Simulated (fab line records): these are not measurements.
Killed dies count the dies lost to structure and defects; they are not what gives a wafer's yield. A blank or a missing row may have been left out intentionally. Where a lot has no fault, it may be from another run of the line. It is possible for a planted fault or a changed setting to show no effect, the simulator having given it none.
Check for tools in common -- flow nandHarc -- Sample size 12 lots and 36 wafers

## WHAT PROMPTED THE OPENING
At NHARC_END_SORT_01 the reading killedAtPeriphery is flagged on 2 of 12 lots. No-fault wafers: 4, standard deviation 3.1.
Rule: a lot gets a flag if all its wafers with a number sit over 4 standard deviations from that mean, or if no wafer of it has a number. The rest of the lots are taken to be sound.

lot,measured,on,"killedAtPeriphery, wafer by wafer",flag
L411,day 28 23:19,prober-01,631 615 623,FLAGGED
L413,day 28 23:22,prober-02,4 2 4,
L410,day 29 06:22,prober-02,626 617 620,FLAGGED
L416,day 30 04:23,prober-01,9 7 4,
L415,day 30 14:56,prober-02,3 5 6,
L414,day 30 16:30,prober-01,3 0 4,
L418,day 31 09:43,prober-02,4 6 2,
L417,day 31 23:22,prober-01,1 3 5,
L419,day 33 01:08,prober-01,6 2 5,
L421,day 33 08:45,prober-02,3 4 8,
L423,day 33 23:12,prober-01,8 2 3,
L424,day 34 04:51,prober-02,0 3 3,
On average the flagged lots read 622, which is +618 against the usual, or +99 or more standard deviations.

## WHICH TOOL EACH LOT WENT THROUGH
The record holds 2 process steps before the reading, out of a route of 1302 steps. Read each cell as the tool, then ch plus the chambers that the sampled wafers visited, then the start.
lot,flag,NHARC_P_ZERO_WELL_DESCUM_39,NHARC_P_STI_ETCH_42
L411,FLAGGED,"rieDiel-13 ch 0,1,3, day 6 04:20","rieDiel-04 ch 0,1,2, day 7 02:45"
L413,,"rieDiel-02 ch 0,1,2, day 7 00:27","rieDiel-04 ch 1,2,3, day 7 15:59"
L410,FLAGGED,"rieDiel-02 ch 0,2,3, day 5 18:11","rieDiel-01 ch 1,3, day 6 15:35"
L416,,"rieDiel-13 ch 2,3, day 8 06:57","rieDiel-04 ch 0,2,3, day 9 01:24"
L415,,"rieDiel-09 ch 2,3, day 7 20:53","rieDiel-11 ch 0,2,3, day 8 12:24"
L414,,"rieDiel-09 ch 0,2,3, day 7 15:53","rieDiel-01 ch 0,1,3, day 8 12:33"
L418,,"rieDiel-02 ch 0,1, day 9 02:25","rieDiel-11 ch 0,2,3, day 9 20:35"
L417,,"rieDiel-09 ch 1,2, day 8 16:10","rieDiel-04 ch 0,1,2, day 9 10:34"
L419,,"rieDiel-02 ch 1,2, day 9 12:28","rieDiel-01 ch 2,3, day 10 07:28"
L421,,"rieDiel-13 ch 0,1,2, day 10 08:24","rieDiel-04 ch 0,1,2, day 11 03:26"
L423,,"rieDiel-13 ch 0,2, day 11 04:22","rieDiel-01 ch 0,2,3, day 12 02:13"
L424,,"rieDiel-02 ch 1,2,3, day 11 14:15","rieDiel-01 ch 1,2, day 12 10:19"
These steps, and what they do:
- NHARC_P_ZERO_WELL_DESCUM_39: chemistry O2, time 3 s.
- NHARC_P_STI_ETCH_42: etches the open film in N2/H2, target depth 80 nm, overetch 24 nm, time 61 s.
- NHARC_END_SORT_01

## FLAGGED AGAINST TOTAL, ONE TOOL AT A TIME (gauges that did the reading follow at the end)
step,tool,lots run,flagged,share of the flagged lots,sound lots run after its first flagged lot
NHARC_P_ZERO_WELL_DESCUM_39,rieDiel-02,5,1,some,"4 (L413,L418,L419,L424)"
NHARC_P_ZERO_WELL_DESCUM_39,rieDiel-09,3,0,none,-
NHARC_P_ZERO_WELL_DESCUM_39,rieDiel-13,4,1,some,"3 (L416,L421,L423)"
NHARC_P_STI_ETCH_42,rieDiel-01,5,1,some,"4 (L414,L419,L423,L424)"
NHARC_P_STI_ETCH_42,rieDiel-04,5,1,some,"4 (L413,L416,L417,L421)"
NHARC_P_STI_ETCH_42,rieDiel-11,2,0,none,-
NHARC_END_SORT_01,prober-01,6,1,some,"5 (L416,L414,L417,L419,L423)"
NHARC_END_SORT_01,prober-02,6,1,some,"4 (L415,L418,L421,L424)"

## WHAT THE TABLE PERMITS
No row of the table ran every flagged lot.

## WHAT HAD BEEN PUT IN BY THE SIMULATOR
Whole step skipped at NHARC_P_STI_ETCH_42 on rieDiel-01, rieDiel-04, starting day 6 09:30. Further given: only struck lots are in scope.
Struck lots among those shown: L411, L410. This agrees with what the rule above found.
